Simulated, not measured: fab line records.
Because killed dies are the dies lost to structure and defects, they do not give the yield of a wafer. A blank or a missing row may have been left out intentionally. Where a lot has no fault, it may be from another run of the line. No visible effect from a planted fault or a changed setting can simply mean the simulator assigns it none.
fab line records | flow n5_finfet | part 2 of 2: steps 13 to 24 of 24
[record] lots = 5 | wafers = 15 | last_day = 18
route steps=1938 shown BEOL_M3@970
lots that met no fault: taken from a fault-free run of the same line
start_h: the number of hours between the record's first day and the start of the first shown wafer of the lot | wait_h: time in hours since the lot's previous step | " as in the row above | L1.1+2: a row that stands for several wafers | - no value, or no start was given | * or withheld: withheld | < > ~ a bound
route shown NAME@n: names a module that has steps shown in the file, with the first one's number in the route | usual: mean and standard deviation over wafers with no fault | same: alike in all rows | chamber/n: place in a boat | sites: per-site readings | _std_site: how widely they spread, as a standard deviation | _edge_site: outer sites' mean less inner sites' | radius_mm: for every site, how far away it sits from the centre of the wafer | mask NAME#n: copy n | behind: the tool/chamber that last shaped the wafer | hold: the reason the lot was held/the length of the hold in hours/how it ended | device: transistor that didn't switch, given as n, p or np | end of line: at the end of the route, the tests of the same wafers | a step given without rows: its recipe and nothing more | killed: dies lost to structure and defects at the first sort, not the wafer's yield | map: a wafer's dies, x killed, . not, _ none there
set.NAME: the setting that was run; set.NAME@STEP: the one run at that earlier step | model.NAME: the simulator's own value behind a step, which no gauge read
lots at some steps of the route; a table a step, a row a wafer
services: a tool's chamber out of use, with start hour (start_h, from the record's first day; less than 0 if before it), hours out, and reason
[[steps]]
[step N5_BEOL_M3_STRIP_97]
[recipe] chemistry = N2/H2 | time_s = 10 | power_w = 450 | temp_c = 40 | pressure_mtorr = 20 | rf_frequency_hz = 6e+07 | bias_power_w = 7 | n2_flow_sccm = 200 | h2_flow_sccm = 200
[usual] chamber_pressure_mTorr = 19.999/0.018 | drypump_motor_current_A = 5.7/0.54 | h2_flow_sccm = 200.0/0.6 | oes_product_au = 0.78/0.085 | rf_vpp_V = 59.1/0.81 | showerhead_plenum_p_Torr = 2.54/0.074 | throttle_valve_pct = 23.64/0.23
lot.wafer | tool        | chamber | start_h | wait_h | chamber_pressure_mTorr | drypump_motor_current_A | h2_flow_sccm | oes_product_au | rf_hours_counter_h | rf_vpp_V | showerhead_plenum_p_Torr | throttle_valve_pct
L075.2    | rie_diel-06 | 2       | -       | -      | 20.022                 | 5.0                     | 199.3        | 0.93           | 22                 | 59.6     | 2.49                     | 23.27
L075.4    | "           | 1       | "       | "      | 20.033                 | 5.0                     | 199.7        | 0.73           | 204                | 59.2     | 2.50                     | 23.30
L075.6    | "           | 1       | "       | "      | 20.009                 | 5.1                     | 200.3        | 0.73           | -                  | 57.6     | 2.50                     | 23.31
L087.1    | rie_diel-03 | 1       | -       | -      | 19.994                 | 5.7                     | 199.8        | 0.89           | 41                 | 59.5     | 2.59                     | 23.55
L087.2    | "           | 3       | "       | "      | 19.962                 | 5.4                     | 199.8        | 0.69           | 228                | 59.0     | 2.62                     | 23.77
L087.6    | "           | 0       | "       | "      | 20.011                 | 6.5                     | 201.0        | 0.98           | -                  | 59.2     | 2.61                     | 23.63
L091.1    | rie_diel-01 | 2       | -       | -      | 19.965                 | 6.0                     | 200.4        | 0.78           | 112                | 59.8     | 2.54                     | 23.70
L091.2    | "           | 0       | "       | "      | 19.980                 | 5.2                     | 199.9        | 0.75           | 170                | 58.1     | 2.53                     | 23.96
L091.4    | "           | 3       | "       | "      | 19.992                 | 5.9                     | 200.5        | 0.72           | 213                | 57.6     | 2.43                     | 23.98
L093.1    | rie_diel-03 | 2       | -       | -      | 19.980                 | 6.6                     | 201.0        | 0.95           | 7                  | 59.3     | 2.49                     | 23.24
L093.3    | "           | 1       | "       | "      | 20.007                 | 5.7                     | 200.6        | 0.86           | 49                 | 60.7     | 2.59                     | 23.57
L093.5    | "           | 0       | "       | "      | 19.992                 | 6.5                     | 200.4        | 0.94           | -                  | 59.4     | 2.61                     | 23.65
L094.1    | rie_diel-01 | 2       | -       | -      | 19.969                 | 6.0                     | 199.7        | 0.78           | 118                | 58.5     | 2.54                     | 23.70
L094.2    | "           | 3       | "       | "      | 20.022                 | 5.9                     | 200.1        | 0.73           | 218                | 58.8     | 2.42                     | 24.00
L094.4    | "           | 0       | "       | "      | 20.016                 | 5.2                     | 200.2        | 0.75           | 175                | 58.3     | 2.53                     | 23.98
[step N5_BEOL_M3_OCD_MEAS_38]
[usual] trench_depth_nm = 55.3/1.2
lot.wafer | tool   | chamber | start_h | wait_h | trench_depth_nm
L075.2    | ocd-01 | -       | 148.04  | -      | 55.4
L075.4    | "      | -       | "       | "      | 53.9
L075.6    | "      | -       | "       | "      | 53.4
L087.1    | ocd-01 | -       | 233.31  | -      | 54.8
L087.2    | "      | -       | "       | "      | 55.7
L087.6    | "      | -       | "       | "      | 56.7
L091.1    | ocd-01 | -       | 259.35  | -      | 55.9
L091.2    | "      | -       | "       | "      | 55.6
L091.4    | "      | -       | "       | "      | 53.4
L093.1    | ocd-01 | -       | 261.79  | -      | 56.3
L093.3    | "      | -       | "       | "      | 54.5
L093.5    | "      | -       | "       | "      | 56.8
L094.1    | ocd-01 | -       | 278.24  | -      | 56.1
L094.2    | "      | -       | "       | "      | 53.9
L094.4    | "      | -       | "       | "      | 56.4
[step N5_BEOL_M3_HM_STRIP_39]
[recipe] chemistry = peroxide_tin_strip | material = TiN | target_depth_a = 250 | temp_c = 50 | time_s = 158
lot.wafer  | tool         | chamber | start_h | wait_h
L075.2+4+6 | wet_bench-03 | 1,0,2   | 148.07  | 0.0
L087.1+2+6 | wet_bench-02 | 0,7,2   | 233.35  | 0.0
L091.1+2+4 | wet_bench-02 | 7,4,6   | 259.39  | 0.0
L093.1+3+5 | wet_bench-02 | 0,6,7   | 261.83  | 0.0
L094.1+2+4 | wet_bench-03 | 3,4,6   | 278.27  | 0.0
[step N5_BEOL_M3_SRD_40]
[recipe] time_s = 30 | temp_c = 23 | rinse_liquid = diw | dry = ipa_marangoni
lot.wafer  | tool         | chamber | start_h | wait_h
L075.2+4+6 | wet_bench-03 | 1,0,2   | 148.13  | 0.0
L087.1+2+6 | wet_bench-02 | 0,7,2   | 233.39  | 0.0
L091.1+2+4 | wet_bench-02 | 7,4,6   | 259.43  | 0.0
L093.1+3+5 | wet_bench-02 | 0,6,7   | 261.87  | 0.0
L094.1+2+4 | wet_bench-03 | 3,4,6   | 278.32  | 0.0
[step N5_BEOL_M3_PRECLEAN_42]
[recipe] chemistry = residue_remover | time_s = 60 | temp_c = 40
lot.wafer  | tool         | chamber | start_h | wait_h
L075.2+4+6 | wet_bench-03 | 1,0,2   | 148.14  | 0.0
L087.1+2+6 | wet_bench-02 | 0,7,2   | 233.41  | 0.0
L091.1+2+4 | wet_bench-02 | 7,4,6   | 259.45  | 0.0
L093.1+3+5 | wet_bench-02 | 0,6,7   | 261.89  | 0.0
L094.1+2+4 | wet_bench-03 | 3,4,6   | 278.33  | 0.0
[step N5_BEOL_M3_SRD_43]
[recipe] time_s = 30 | temp_c = 23 | rinse_liquid = diw | dry = ipa_marangoni
lot.wafer  | tool         | chamber | start_h | wait_h
L075.2+4+6 | wet_bench-03 | 1,0,2   | 148.16  | 0.0
L087.1+2+6 | wet_bench-02 | 0,7,2   | 233.43  | 0.0
L091.1+2+4 | wet_bench-02 | 7,4,6   | 259.47  | 0.0
L093.1+3+5 | wet_bench-02 | 0,6,7   | 261.91  | 0.0
L094.1+2+4 | wet_bench-03 | 3,4,6   | 278.35  | 0.0
[step N5_BEOL_M3_CD_MEAS_35]
[recipe] target_cd_nm = 18 | target_cd_y_nm = 21 | polarity = opening
[usual] cd_nm = 18.1/0.35
lot.wafer | tool      | chamber | start_h | wait_h | cd_nm
L075.2    | cd_sem-03 | -       | 148.20  | 0.0    | 18.7
L075.4    | "         | -       | "       | "      | 18.5
L075.6    | "         | -       | "       | "      | 18.3
L087.1    | cd_sem-03 | -       | 233.47  | 0.0    | 17.8
L087.2    | "         | -       | "       | "      | 18.2
L087.6    | "         | -       | "       | "      | 18.0
L091.1    | cd_sem-01 | -       | 259.51  | 0.0    | 18.3
L091.2    | "         | -       | "       | "      | 17.5
L091.4    | "         | -       | "       | "      | 18.4
L093.1    | cd_sem-03 | -       | 261.94  | 0.0    | 18.4
L093.3    | "         | -       | "       | "      | 18.3
L093.5    | "         | -       | "       | "      | 18.0
L094.1    | cd_sem-03 | -       | 278.39  | 0.0    | 18.2
L094.2    | "         | -       | "       | "      | 18.3
L094.4    | "         | -       | "       | "      | 18.2
[step N5_BEOL_M3_DEGAS_44]
[recipe] ambient = vacuum | temp_c = 250 | time_s = 60
[usual] heater_power_w = 322/36 | susceptor_temp_C = 249.99/0.17
lot.wafer | tool           | chamber | start_h | wait_h | heater_power_w | susceptor_temp_C
L075.2    | pvd_sputter-02 | -       | 148.45  | 0.2    | 330            | 250.16
L075.4    | "              | -       | "       | "      | 320            | 249.59
L075.6    | "              | -       | "       | "      | 319            | 249.63
L087.1    | pvd_sputter-01 | -       | 233.59  | 0.1    | 345            | 250.16
L087.2    | "              | -       | "       | "      | 280            | 250.30
L087.6    | "              | -       | "       | "      | 271            | 250.11
L091.1    | pvd_sputter-02 | -       | 259.82  | 0.3    | 335            | 250.05
L091.2    | "              | -       | "       | "      | 318            | 250.04
L091.4    | "              | -       | "       | "      | 396            | 250.01
L093.1    | pvd_sputter-01 | -       | 262.23  | 0.3    | 281            | 249.96
L093.3    | "              | -       | "       | "      | 278            | 249.89
L093.5    | "              | -       | "       | "      | 284            | 249.73
L094.1    | pvd_sputter-01 | -       | 278.83  | 0.4    | 278            | 249.92
L094.2    | "              | -       | "       | "      | 273            | 249.86
L094.4    | "              | -       | "       | "      | 349            | 249.76
[step N5_BEOL_M3_PRE_CLEAN_45]
[recipe] gas = H2/He | time_s = 30 | temp_c = 250
[usual] heater_power_w = 321/36 | susceptor_temp_C = 250.01/0.2
lot.wafer | tool           | chamber | start_h | wait_h | heater_power_w | susceptor_temp_C
L075.2    | pvd_sputter-02 | -       | 148.49  | 0.0    | 317            | 250.34
L075.4    | "              | -       | "       | "      | 317            | 249.74
L075.6    | "              | -       | "       | "      | 321            | 249.80
L087.1    | pvd_sputter-01 | -       | 233.63  | 0.0    | 348            | 249.91
L087.2    | "              | -       | "       | "      | 277            | 250.33
L087.6    | "              | -       | "       | "      | 281            | 250.08
L091.1    | pvd_sputter-02 | -       | 259.86  | 0.0    | 324            | 249.74
L091.2    | "              | -       | "       | "      | 327            | 249.94
L091.4    | "              | -       | "       | "      | 397            | 250.17
L093.1    | pvd_sputter-01 | -       | 262.27  | 0.0    | 273            | 250.03
L093.3    | "              | -       | "       | "      | 276            | 250.00
L093.5    | "              | -       | "       | "      | 279            | 249.58
L094.1    | pvd_sputter-01 | -       | 278.87  | 0.0    | 280            | 250.10
L094.2    | "              | -       | "       | "      | 274            | 250.02
L094.4    | "              | -       | "       | "      | 343            | 249.92
[step N5_BEOL_M3_ALD_84]
[recipe] material = TaN | target_thk_a = * | temp_c = 275 | ald_precursor_family = PDMAT | ald_co_reactant = NH3 | pressure_torr = 3 | carrier_flow_sccm = 1500 | pulse_time_s = 2 | purge_time_s = 3 | co_reactant_purge_time_s = 2 | co_reactant_pulse_time_s = 3 | ald_cycles = 30 | precursor_vessel_temp_c = 75 | precursor_vessel_pressure_torr = 26.25 | precursor_vessel_carrier_sccm = 1000
[usual] heater_power_w = 408/38 | susceptor_temp_C = 275.01/0.16
[same] co_reactant_pulse_time_s = 3
lot.wafer | tool         | chamber | start_h | wait_h | heater_power_w | susceptor_temp_C
L075.2    | ald_metal-03 | 3       | 148.66  | 0.1    | 356            | 275.11
L075.4    | "            | 2       | "       | "      | 455            | 275.08
L075.6    | "            | 1       | "       | "      | 438            | 274.94
L087.1    | ald_metal-01 | 3       | 233.69  | 0.0    | 386            | 275.01
L087.2    | "            | 1       | "       | "      | 458            | 275.12
L087.6    | "            | 2       | "       | "      | 465            | 275.04
L091.1    | ald_metal-03 | 3       | 259.92  | 0.0    | 358            | 275.15
L091.2    | "            | 1       | "       | "      | 446            | 275.27
L091.4    | "            | 0       | "       | "      | 361            | 275.01
L093.1    | ald_metal-03 | 0       | 262.35  | 0.1    | 360            | 274.58
L093.3    | "            | 2       | "       | "      | 439            | 274.83
L093.5    | "            | 0       | "       | "      | 359            | 274.84
L094.1    | ald_metal-04 | 2       | 278.93  | 0.0    | 431            | 274.88
L094.2    | "            | 3       | "       | "      | 365            | 275.16
L094.4    | "            | 2       | "       | "      | 451            | 275.18
[step N5_BEOL_M3_SURFACE_TREAT_85]
[recipe] gas = Ar | time_s = * | ion_energy_ev = * | ion_current_ma_cm2 = 0.5 | pressure_mtorr = * | ar_flow_sccm = 30
[usual] pressure_mtorr = * | throttle_valve_pct = *
lot.wafer | tool           | chamber | start_h | wait_h | pressure_mtorr | throttle_valve_pct
L075.2    | pvd_sputter-03 | -       | 150.02  | 1.3    | *              | *
L075.4    | "              | -       | "       | "      | *              | *
L075.6    | "              | -       | "       | "      | *              | *
L087.1    | pvd_sputter-02 | -       | 233.96  | 0.2    | *              | *
L087.2    | "              | -       | "       | "      | *              | *
L087.6    | "              | -       | "       | "      | *              | *
L091.1    | pvd_sputter-02 | -       | 260.22  | 0.2    | *              | *
L091.2    | "              | -       | "       | "      | *              | *
L091.4    | "              | -       | "       | "      | *              | *
L093.1    | pvd_sputter-02 | -       | 262.58  | 0.1    | *              | *
L093.3    | "              | -       | "       | "      | *              | *
L093.5    | "              | -       | "       | "      | *              | *
L094.1    | pvd_sputter-02 | -       | 279.31  | 0.3    | *              | *
L094.2    | "              | -       | "       | "      | *              | *
L094.4    | "              | -       | "       | "      | *              | *
[step N5_BEOL_M3_CVD_47]
[recipe] material = Co | target_thk_a = 30 | temp_c = withheld | precursor = CCTBA/H2 | pressure_torr = 30 | time_s = 223.8
lot.wafer  | tool      | chamber | start_h | wait_h
L075.2+4+6 | cvd_co-02 | 1,2,0   | 150.10  | 0.1
L087.1+2+6 | cvd_co-01 | 1,0,2   | 234.02  | 0.0
L091.1+2+4 | cvd_co-01 | 2,0,1   | 260.50  | 0.3
L093.1+3+5 | cvd_co-01 | 2,1,0   | 262.70  | 0.1
L094.1+2+4 | cvd_co-02 | 1,0,1   | 279.37  | 0.0
[[services]]
tool           | chamber | start_h | hours | kind
rie_diel-03    | -       | 123.78  | 2.8   | pm
ald_metal-01   | -       | 123.82  | 0.6   | repair
ald_metal-04   | -       | 135.80  | 14.6  | pm
pvd_sputter-02 | -       | 151.48  | 2.4   | repair
ald_metal-04   | -       | 153.92  | 8.7   | pm
rie_diel-06    | 0       | 160.21  | 2.8   | repair
ald_metal-01   | 3       | 172.43  | 7.9   | repair
ald_sin-01     | -       | 178.05  | 14.0  | pm
ald_metal-04   | -       | 180.21  | 2.8   | pm
cvd_co-02      | -       | 194.42  | 2.5   | repair
ald_sin-04     | -       | 210.37  | 2.8   | pm
rie_diel-06    | 0       | 213.00  | 3.4   | repair
ald_sin-04     | -       | 219.39  | 0.8   | repair
rie_diel-01    | 1       | 226.18  | 3.6   | repair
ald_sin-01     | 2       | 226.88  | 7.2   | repair
cvd_co-02      | -       | 238.92  | 2.8   | pm
rie_diel-01    | 0       | 241.59  | 12.8  | repair
ald_metal-01   | 3       | 245.06  | 3.5   | repair
cvd_co-01      | -       | 246.00  | 2.8   | pm
ald_metal-03   | -       | 255.20  | 1.3   | repair
ald_metal-03   | -       | 264.74  | 14.6  | pm
rie_diel-03    | 2       | 266.47  | 4.2   | repair
ald_sin-04     | -       | 268.25  | 14.0  | pm
wet_bench-03   | -       | 268.87  | 2.0   | repair
